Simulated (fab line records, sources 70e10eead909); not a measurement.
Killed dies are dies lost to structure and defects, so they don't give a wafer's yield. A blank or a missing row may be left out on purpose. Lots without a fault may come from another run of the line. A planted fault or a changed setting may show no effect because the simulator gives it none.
Which tool did it? | flow nand_harc | 6 lots, 18 wafers sampled, at 3 steps of a route of 1159

WHAT THE GAUGES READ, wafer by wafer
NHARC_P_ZERO_WELL_CD_MEAS_24: target cd 720 nm.
lot  | measured    | on        | cd_nm (nm)
L719 | day 2 02:37 | cd_sem-02 | 721.5 721.4 718.9
L731 | day 5 02:35 | cd_sem-01 | 719.4 719.0 718.9
L733 | day 5 14:21 | cd_sem-03 | 720.7 717.0 716.5
L736 | day 6 08:36 | cd_sem-01 | 717.7 717.2 717.1
L738 | day 6 20:34 | cd_sem-01 | 721.5 720.2 718.2
L740 | day 7 08:28 | cd_sem-01 | 720.3 717.7 720.5

WHICH TOOL RAN EACH LOT (tool, then ch and the chambers of the sampled wafers, then the start)
lot  | NHARC_P_ZERO_WELL_DESCUM_13       | NHARC_P_ZERO_WELL_EXPOSE_21
L719 | rie_diel-09 ch 0,2,3, day 2 01:26 | krf_scanner-04 ch 0, day 2 02:27
L731 | rie_diel-07 ch 0,1,2, day 5 01:25 | krf_scanner-01 ch 0, day 5 02:26
L733 | rie_diel-09 ch 0,1,2, day 5 13:17 | krf_scanner-04 ch 0, day 5 14:11
L736 | rie_diel-07 ch 1,3, day 6 07:25   | krf_scanner-01 ch 0, day 6 08:26
L738 | rie_diel-09 ch 2,3, day 6 19:17   | krf_scanner-03 ch 0, day 6 20:24
L740 | rie_diel-07 ch 0,2, day 7 07:17   | krf_scanner-01 ch 0, day 7 08:18
- NHARC_P_ZERO_WELL_DESCUM_13: chemistry O2, time 3 s.
- NHARC_P_ZERO_WELL_EXPOSE_21: exposes mask P NWELL, target cd 720 nm.

THE ANSWER, worked out from the rows above alone
Rule: what is usual is taken from the lots themselves. Put in order of their means at a reading, lots are off if they are a third of the lots or fewer, leave a main group of 4 or more, and stand apart from it by a gap of 3 or more times the standard deviation of the main group's means; of several such gaps the widest counts. A main group whose means are all the same, to the digits that the tables above print for the reading, isn't used. A lot without any number at a reading at which 4 lots or more have one is off too. The other lots that the step has rows for count as sound.
No lot is off at any reading shown: from this, nothing can be told.

WHAT THE SIMULATOR HAD PUT IN
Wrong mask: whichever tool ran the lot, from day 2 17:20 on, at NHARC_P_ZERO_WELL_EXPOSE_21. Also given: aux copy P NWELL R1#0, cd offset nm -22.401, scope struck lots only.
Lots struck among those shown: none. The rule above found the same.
